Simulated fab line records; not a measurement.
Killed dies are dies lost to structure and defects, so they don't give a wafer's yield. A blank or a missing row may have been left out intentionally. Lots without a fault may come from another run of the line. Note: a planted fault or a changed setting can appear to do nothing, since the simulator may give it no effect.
Matching of chambers || flow nandHarc || NHARC_P_M1_ETCH_35 on rieDiel-11: 4 sister chambers
The step etches the open film in N2/H2, target depth 40 nm, overetch 12 nm, time 43.94 s. 14 wafers are shown with their chamber, then 7 later ones without.

== WAFERS, EACH WITH ITS CHAMBER ==
{"wafer": "L471.1", "chamber": 1, "showerheadPlenumPTorr (Torr)": 2.13, "drypumpMotorCurrentA (A)": 5.6, "rfVppV (V)": 434.2}
{"wafer": "L471.5", "chamber": 0, "showerheadPlenumPTorr (Torr)": 1.89, "drypumpMotorCurrentA (A)": 6.1, "rfVppV (V)": 426.8}
{"wafer": "L471.6", "chamber": 1, "showerheadPlenumPTorr (Torr)": 2.13, "drypumpMotorCurrentA (A)": 5.6, "rfVppV (V)": 432.6}
{"wafer": "L472.1", "chamber": 0, "showerheadPlenumPTorr (Torr)": 1.89, "drypumpMotorCurrentA (A)": 6.1, "rfVppV (V)": 426.6}
{"wafer": "L472.3", "chamber": 2, "showerheadPlenumPTorr (Torr)": 2.17, "drypumpMotorCurrentA (A)": 6.1, "rfVppV (V)": 433.5}
{"wafer": "L472.4", "chamber": 1, "showerheadPlenumPTorr (Torr)": 2.12, "drypumpMotorCurrentA (A)": 5.7, "rfVppV (V)": 432.8}
{"wafer": "L474.1", "chamber": 1, "showerheadPlenumPTorr (Torr)": 2.12, "drypumpMotorCurrentA (A)": 5.6, "rfVppV (V)": 433.6}
{"wafer": "L474.2", "chamber": 0, "showerheadPlenumPTorr (Torr)": 1.89, "drypumpMotorCurrentA (A)": 6.1, "rfVppV (V)": 427.7}
{"wafer": "L474.6", "chamber": 2, "showerheadPlenumPTorr (Torr)": 2.17, "drypumpMotorCurrentA (A)": 6.1, "rfVppV (V)": 432.1}
{"wafer": "L473.1", "chamber": 2, "showerheadPlenumPTorr (Torr)": 2.17, "drypumpMotorCurrentA (A)": 6.1, "rfVppV (V)": 434.6}
{"wafer": "L473.3", "chamber": 3, "showerheadPlenumPTorr (Torr)": 2.09, "drypumpMotorCurrentA (A)": 5.4, "rfVppV (V)": 433.0}
{"wafer": "L473.5", "chamber": 2, "showerheadPlenumPTorr (Torr)": 2.17, "drypumpMotorCurrentA (A)": 6.1, "rfVppV (V)": 434.3}
{"wafer": "L477.1", "chamber": 3, "showerheadPlenumPTorr (Torr)": 2.09, "drypumpMotorCurrentA (A)": 5.4, "rfVppV (V)": 431.5}
{"wafer": "L477.4", "chamber": 2, "showerheadPlenumPTorr (Torr)": 2.17, "drypumpMotorCurrentA (A)": 6.0, "rfVppV (V)": 433.6}

SIGNATURES (averages over the wafers above)
{"reading": "showerheadPlenumPTorr", "chamber 0": 1.8900, "chamber 1": 2.1250, "chamber 2": 2.1700, "chamber 3": 2.0900, "scatter within a chamber": 0.00316}
{"reading": "drypumpMotorCurrentA", "chamber 0": 6.100, "chamber 1": 5.625, "chamber 2": 6.080, "chamber 3": 5.400, "scatter within a chamber": 0.0394}
{"reading": "rfVppV", "chamber 0": 427.033, "chamber 1": 433.300, "chamber 2": 433.620, "chamber 3": 432.250, "scatter within a chamber": 0.849}
Rule: a wafer's distance from a chamber is the root of the sum, over the readings, of the square of ((its reading less the chamber's mean) divided by the reading's scatter). The wafer belongs to the nearest chamber; if the next one is less than 2 further off, it can't be placed. How the scatter is found: for the shown wafers, subtract from each reading the mean of its chamber, square and add these, divide the total by (wafers less chambers), then take the root.

== WAFERS WITH NO CHAMBER GIVEN ==
{"wafer": "L477.5", "showerheadPlenumPTorr (Torr)": 2.17, "drypumpMotorCurrentA (A)": 6.1, "rfVppV (V)": 434.5}
{"wafer": "L485.4", "showerheadPlenumPTorr (Torr)": 2.08, "drypumpMotorCurrentA (A)": 5.4, "rfVppV (V)": 431.3}
{"wafer": "L485.5", "showerheadPlenumPTorr (Torr)": 1.89, "drypumpMotorCurrentA (A)": 6.1, "rfVppV (V)": 426.3}
{"wafer": "L485.6", "showerheadPlenumPTorr (Torr)": 2.12, "drypumpMotorCurrentA (A)": 5.6, "rfVppV (V)": 432.9}
{"wafer": "L487.2", "showerheadPlenumPTorr (Torr)": 2.17, "drypumpMotorCurrentA (A)": 6.1, "rfVppV (V)": 434.5}
{"wafer": "L487.4", "showerheadPlenumPTorr (Torr)": 2.17, "drypumpMotorCurrentA (A)": 6.1, "rfVppV (V)": 434.7}
{"wafer": "L487.5", "showerheadPlenumPTorr (Torr)": 2.12, "drypumpMotorCurrentA (A)": 5.7, "rfVppV (V)": 432.7}

== THE CHAMBER EACH PASSED THROUGH ==
{"wafer": "L477.5", "from the rows above": 2, "in truth": 2}
{"wafer": "L485.4", "from the rows above": 3, "in truth": 3}
{"wafer": "L485.5", "from the rows above": 0, "in truth": 0}
{"wafer": "L485.6", "from the rows above": 1, "in truth": 1}
{"wafer": "L487.2", "from the rows above": 2, "in truth": 2}
{"wafer": "L487.4", "from the rows above": 2, "in truth": 2}
{"wafer": "L487.5", "from the rows above": 1, "in truth": 1}
Correct placement for 7 of the 7. Number that these rows cannot place: 0. Wrongly placed: 0.
